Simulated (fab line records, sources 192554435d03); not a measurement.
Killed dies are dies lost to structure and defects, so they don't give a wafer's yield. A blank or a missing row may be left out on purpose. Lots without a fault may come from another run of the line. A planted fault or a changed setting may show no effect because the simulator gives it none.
Chamber matching | flow n5_finfet | N5_BEOL_M5_ETCH_61 on rie_diel-05: 4 sister chambers
The step etches SiARC in CF4, target depth 15.6 nm, time 26 s. 4 wafers are shown with their chamber, then 7 later ones without.

WAFERS WITH THEIR CHAMBER
wafer  | chamber | showerhead_plenum_p_Torr (Torr)
L081.3 | 3       | 2.19
L082.6 | 2       | 2.15
L089.1 | 1       | 2.17
L089.3 | 0       | 2.06

WAFERS WITHOUT THEIR CHAMBER
wafer  | showerhead_plenum_p_Torr (Torr)
L089.5 | 2.14
L090.4 | 2.14
L090.5 | 2.06
L090.6 | 2.17
L092.1 | 2.18
L092.2 | 2.17
L092.3 | 2.14

WHICH CHAMBER EACH WENT THROUGH
wafer  | from the rows above     | in truth
L089.5 | 2                       | 2
L090.4 | 2                       | 2
L090.5 | 0                       | 0
L090.6 | 1                       | 1
L092.1 | can't be placed: 3 or 1 | 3
L092.2 | 1                       | 1
L092.3 | 2                       | 2
Placed correctly: 6 of 7. Can't be placed from these rows: 1 (the true chamber is among the candidates in 1). Placed wrongly: 0.
How it was worked out, from the rows above alone: a wafer's distance from a chamber is the root of the sum, over the readings, of the square of ((its reading less the chamber's mean) divided by the reading's scatter). The wafer belongs to the nearest chamber; if the next one is less than 2 further off, it can't be placed. A chamber's mean is the mean of its shown wafers. The scatter: with one shown wafer a chamber, the root of the mean of the squares of how far each hidden wafer lies from its nearest shown one.
